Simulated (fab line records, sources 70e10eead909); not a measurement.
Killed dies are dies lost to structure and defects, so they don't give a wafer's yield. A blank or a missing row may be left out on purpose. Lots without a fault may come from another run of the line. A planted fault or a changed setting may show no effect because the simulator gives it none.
fab line records | flow nand_harc
record lots=15 wafers=45 last_day=32
route steps=1302 shown P_M1@301 P_M2@326
lots that met no fault: from a run of the same line without faults
start_h: hours from the record's first day to the start of the lot's first wafer shown | wait_h: hours since the lot's step before | " the same as in the row above | L1.1+2: a row that stands for several wafers | - no value, or no start given | * or withheld: withheld | < > ~ a bound
route shown NAME@n: a module of which the file shows steps, and the number in the route of the first | usual: mean/standard deviation of fault-free wafers | same: alike in all rows | chamber/n: place in a boat | sites: the reading at each site | _std_site: their standard deviation | _edge_site: outer sites' mean less inner sites' | radius_mm: how far each site lies from the wafer's centre | mask NAME#n: copy n | behind: the tool/chamber that last shaped the wafer | hold: why the lot was held/for how many hours/how that ended | device: the transistor (n, p or np) that didn't switch | end of line: the same wafers' tests at the end of the route | a step without rows: its recipe alone | killed: dies lost to structure and defects at the first sort, not the wafer's yield | map: a wafer's dies, x killed, . not, _ none there
set.NAME: the setting as run; set.NAME@STEP: as run at that earlier step | model.NAME: the simulator's own value behind a step, which no gauge read
steps of the route over a sample of lots; a table a step, a row a wafer
services: from which hour (start_h, from the record's first day; less than 0 if before it) a tool's chamber was out of use, for how many hours, and why
## steps
# step NHARC_P_M1_CD_MEAS_16
# usual cd_nm=129.5/0.71
# columns lot.wafer tool chamber start_h wait_h cd_nm
L411.1 cd_sem-01 - 137.08 - 129.5
L411.3 " - " " 130.4
L411.5 " - " " 129.7
L412.2 cd_sem-01 - 141.17 - 128.7
L412.4 " - " " 129.8
L412.5 " - " " 128.7
L413.2 cd_sem-02 - 155.41 - 128.2
L413.3 " - " " 129.5
L413.6 " - " " 128.1
L415.2 cd_sem-01 - 183.20 - 129.6
L415.4 " - " " 129.3
L415.6 " - " " 128.9
L416.1 cd_sem-01 - 186.34 - 129.1
L416.4 " - " " 129.8
L416.6 " - " " 130.3
L417.1 cd_sem-02 - 204.17 - 129.3
L417.4 " - " " 128.3
L417.6 " - " " 128.7
L422.2 cd_sem-01 - 242.47 - 129.2
L422.3 " - " " 129.8
L422.5 " - " " 130.1
L423.3 cd_sem-02 - 270.89 - 129.6
L423.5 " - " " 129.1
L423.6 " - " " 130.9
L425.2 cd_sem-02 - 272.04 - 129.8
L425.3 " - " " 128.7
L425.5 " - " " 128.6
L424.1 cd_sem-03 - 273.25 - 129.9
L424.4 " - " " 129.2
L424.5 " - " " 128.7
L426.2 cd_sem-01 - 292.58 - 129.5
L426.3 " - " " 130.7
L426.6 " - " " 128.6
L427.2 cd_sem-02 - 294.73 - 128.8
L427.4 " - " " 128.7
L427.5 " - " " 128.5
L428.2 cd_sem-02 - 310.66 - 129.4
L428.5 " - " " 130.5
L428.6 " - " " 130.0
L429.1 cd_sem-02 - 315.53 - 129.9
L429.2 " - " " 129.4
L429.4 " - " " 130.9
L430.2 cd_sem-02 - 325.75 - 129.0
L430.4 " - " " 129.4
L430.5 " - " " 130.0
# step NHARC_P_M1_ANNEAL_31
# recipe temp_c=225 time_s=90
# usual wafer_temp_C_max=226.07/0.27
# columns lot.wafer tool chamber start_h wait_h wafer_temp_C_max
L411.1 rtp_anneal-02 0 138.54 0.3 226.01
L411.3 " 0 " " 226.18
L411.5 " 0 " " 226.08
L412.2 rtp_anneal-02 0 142.70 - 226.14
L412.4 " 0 " " 225.86
L412.5 " 0 " " 225.89
L413.2 rtp_anneal-02 0 157.01 0.3 226.04
L413.3 " 0 " " 226.35
L413.6 " 0 " " 226.40
L415.2 rtp_anneal-01 0 184.70 0.4 226.61
L415.4 " 0 " " 226.17
L415.6 " 0 " " 226.05
L416.1 rtp_anneal-01 0 187.80 0.3 226.26
L416.4 " 0 " " 226.19
L416.6 " 0 " " 225.70
L417.1 rtp_anneal-02 0 205.64 0.3 225.31
L417.4 " 0 " " 226.12
L417.6 " 0 " " 226.21
L422.2 rtp_anneal-02 0 244.00 0.3 226.09
L422.3 " 0 " " 226.03
L422.5 " 0 " " 225.65
L423.3 rtp_anneal-02 0 272.44 - 225.99
L423.5 " 0 " " 225.89
L423.6 " 0 " " 225.86
L425.2 rtp_anneal-01 0 273.57 0.3 225.96
L425.3 " 0 " " 226.37
L425.5 " 0 " " 226.28
L424.1 rtp_anneal-02 0 274.70 - 225.68
L424.4 " 0 " " 225.89
L424.5 " 0 " " 226.14
L426.2 rtp_anneal-02 0 294.09 0.3 226.03
L426.3 " 0 " " 226.29
L426.6 " 0 " " 225.91
L427.2 rtp_anneal-02 0 296.24 - 225.96
L427.4 " 0 " " 225.85
L427.5 " 0 " " 225.93
L428.2 rtp_anneal-02 0 312.23 0.3 225.73
L428.5 " 0 " " 226.19
L428.6 " 0 " " 226.28
L429.1 rtp_anneal-02 0 316.97 - 226.13
L429.2 " 0 " " 225.95
L429.4 " 0 " " 225.94
L430.2 rtp_anneal-01 0 327.29 0.4 225.82
L430.4 " 0 " " 227.10
L430.5 " 0 " " 226.58
# step NHARC_P_M2_PEB_07
# recipe peb_temp_c=100 peb_time_s=65
# usual chill_plate_temp_C=22.98/0.092 exhaust_pa=45.1/0.97 heater_power_total_W=156.6/0.41
# columns lot.wafer tool chamber start_h wait_h chill_plate_temp_C exhaust_pa heater_power_total_W
L411.1 litho_track-06 0 140.86 0.1 23.15 45.6 157.0
L411.3 " 0 " " 22.97 46.1 156.2
L411.5 " 0 " " 23.04 45.0 156.1
L412.2 litho_track-01 0 144.66 0.1 22.86 44.4 156.3
L412.4 " 0 " " 22.93 45.1 157.1
L412.5 " 0 " " 22.92 44.6 156.1
L413.2 litho_track-06 0 159.29 0.1 22.78 44.2 156.5
L413.3 " 0 " " 22.70 43.2 156.9
L413.6 " 0 " " 22.81 44.2 157.2
L415.2 litho_track-04 - 186.77 0.1 - - -
L415.4 " - " " - - -
L415.6 " - " " - - -
L416.1 litho_track-06 - 189.78 0.1 - - -
L416.4 " - " " - - -
L416.6 " - " " - - -
L417.1 litho_track-06 - 207.66 0.1 - - -
L417.4 " - " " - - -
L417.6 " - " " - - -
L422.2 litho_track-06 0 246.36 0.1 23.10 44.9 155.9
L422.3 " 0 " " 23.01 44.8 156.2
L422.5 " 0 " " 22.96 44.4 157.0
L423.3 litho_track-06 0 274.46 0.0 23.00 45.6 156.7
L423.5 " 0 " " 23.03 46.8 156.1
L423.6 " 0 " " 23.09 45.7 156.6
L425.2 litho_track-04 0 275.50 0.1 22.83 45.8 157.0
L425.3 " 0 " " 22.87 45.6 156.8
L425.5 " 0 " " 23.05 44.9 156.9
L424.1 litho_track-06 0 277.26 0.1 22.91 44.8 156.0
L424.4 " 0 " " 22.81 45.0 156.8
L424.5 " 0 " " 22.98 45.0 157.1
L426.2 litho_track-04 0 296.19 0.1 23.05 45.5 156.8
L426.3 " 0 " " 22.91 45.9 156.9
L426.6 " 0 " " 22.94 47.3 156.2
L427.2 litho_track-06 0 298.42 0.1 23.29 46.4 156.3
L427.4 " 0 " " 22.95 47.3 156.3
L427.5 " 0 " " 22.99 47.0 156.5
L428.2 litho_track-06 0 314.34 0.1 22.98 44.5 156.2
L428.5 " 0 " " 22.98 44.2 156.6
L428.6 " 0 " " 22.99 44.0 157.1
L429.1 litho_track-04 0 318.98 0.1 22.94 44.9 157.2
L429.2 " 0 " " 23.04 43.8 156.8
L429.4 " 0 " " 22.98 44.4 156.6
L430.2 litho_track-06 0 329.27 0.1 23.01 45.7 157.2
L430.4 " 0 " " 23.12 45.1 157.0
L430.5 " 0 " " 23.04 44.5 156.3
# step NHARC_P_M2_ETCH_15
# recipe target_depth_a=1825 time_s=91.2 c4f8_flow_sccm=withheld ar_flow_sccm=400 rf_w=600 bias_w=300 chemistry=C4F8/Ar
# usual oes_product_au=0.937/0.023 rf_vpp_V=439.9/2.5
# columns lot.wafer tool chamber start_h wait_h oes_product_au rf_hours_counter_h rf_vpp_V
L411.3 rie_diel-11 0 - - 0.957 2.4 439.1
L411.1 " 1 " " 0.947 1.4 442.5
L411.5 " 0 " " 0.955 - 439.4
L412.2 rie_diel-13 1 - - 0.930 9.5 443.7
L412.4 " 0 " " 0.933 10.6 437.3
L412.5 " 1 " " 0.934 - 442.9
L413.3 rie_diel-07 3 - - 0.924 3.3 443.3
L413.2 " 2 " " 0.923 3.0 437.1
L413.6 " 0 " " 0.914 - 439.8
L415.2 rie_diel-07 3 - - 0.951 5.4 442.4
L415.6 " 2 " " 0.955 - 436.7
L415.4 " 3 " " 0.949 - 443.0
L416.4 rie_diel-11 0 - - 0.926 4.8 439.7
L416.1 " 2 " " 0.925 3.5 440.1
L416.6 " 0 " " 0.921 - 439.4
L417.4 rie_diel-13 1 - - 0.936 1.1 443.6
L417.1 " 0 " " 0.925 1.4 437.1
L417.6 " 1 " " 0.939 - 443.1
L422.2 rie_diel-13 2 - - 0.928 2.1 437.4
L422.3 " 3 " " 0.916 2.8 437.8
L422.5 " 2 " " 0.930 - 436.2
L423.3 rie_diel-07 0 - - 0.917 8.4 440.7
L423.5 " 1 " " 0.918 - 438.5
L423.6 " 2 " " 0.927 - 436.2
L425.3 rie_diel-07 1 - - 0.914 9.0 437.6
L425.2 " 0 " " 0.915 8.5 441.5
L425.5 " 1 " " 0.932 - 437.5
L424.1 rie_diel-11 3 - - 0.983 0.7 442.7
L424.4 " 1 " " 0.971 0.7 442.9
L424.5 " 3 " " 0.979 - 441.4
L426.3 rie_diel-11 1 - - 0.990 1.7 440.7
L426.2 " 3 " " 0.965 1.8 442.7
L426.6 " 0 " " 0.990 - 438.4
L427.4 rie_diel-11 3 - - 0.965 1.8 442.5
L427.2 " 0 " " 0.991 1.6 440.0
L427.5 " 0 " " 0.990 - 439.0
L428.2 rie_diel-07 2 - - 0.964 1.4 437.6
L428.6 " 2 " " 0.967 - 435.9
L428.5 " 3 " " 0.949 - 443.1
L429.1 rie_diel-11 0 - - 0.967 2.5 439.9
L429.2 " 1 " " 0.937 2.3 441.6
L429.4 " 2 " " 0.939 2.6 441.9
L430.2 rie_diel-07 2 - - 0.908 2.2 437.5
L430.4 " 0 " " 0.918 1.2 441.3
L430.5 " 2 " " 0.913 - 435.6
## services
# columns tool chamber start_h hours kind
rie_diel-07 - 117.58 9.0 pm
rie_diel-07 0 117.58 9.0 vent_cycle
rie_diel-07 1 117.58 9.0 vent_cycle
rie_diel-07 2 117.58 9.0 vent_cycle
rie_diel-07 3 117.58 9.0 vent_cycle
rie_diel-07 0 126.58 - clean
rie_diel-07 1 126.58 - clean
rie_diel-07 2 126.58 - clean
rie_diel-07 3 126.58 - clean
rie_diel-13 2 128.70 2.9 repair
rie_diel-11 0 136.54 - clean
rie_diel-11 1 136.54 - clean
rie_diel-11 2 136.54 - clean
rie_diel-11 3 136.54 - clean
rie_diel-11 2 145.06 18.2 repair
litho_track-01 - 155.00 7.0 pm
rie_diel-13 - 165.01 9.0 pm
litho_track-06 - 179.00 7.0 pm
rie_diel-07 0 186.90 2.9 repair
litho_track-04 - 203.00 7.0 pm
rie_diel-11 1 218.60 4.3 repair
rie_diel-11 1 249.69 2.9 repair
rie_diel-11 - 255.53 9.0 pm
rie_diel-07 - 294.58 9.0 pm
## key
first_sign step=NHARC_P_M2_PEB_07 reading=tool_record direction=missing
effect none on later readings
met_at NHARC_P_M2_PEB_07
struck_lots L415,L416,L417
later_rows_left_out L415.2,L415.4,L415.6,L416.1,L416.4,L416.6,L417.1,L417.4,L417.6
sort_left_out L415.2,L415.4,L415.6,L416.1,L416.4,L416.6,L417.1,L417.4,L417.6
not_acting_at NHARC_P_M1_CD_MEAS_16,NHARC_P_M1_ANNEAL_31,NHARC_P_M2_ETCH_15
onset_between 159.29 186.77
fault kind=skipped_step_whole tool=litho_track-04,litho_track-06 chamber=- onset_h=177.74 steps=NHARC_P_M2_PEB_07 scope=struck_lots_only
# sort_left_out: the simulated sort isn't trusted on such a fault, so these wafers' sort isn't shown, and their yield isn't known
# later_rows_left_out: the simulator's readings of these wafers behind a module that went badly wrong aren't trusted and aren't shown, but for the sort
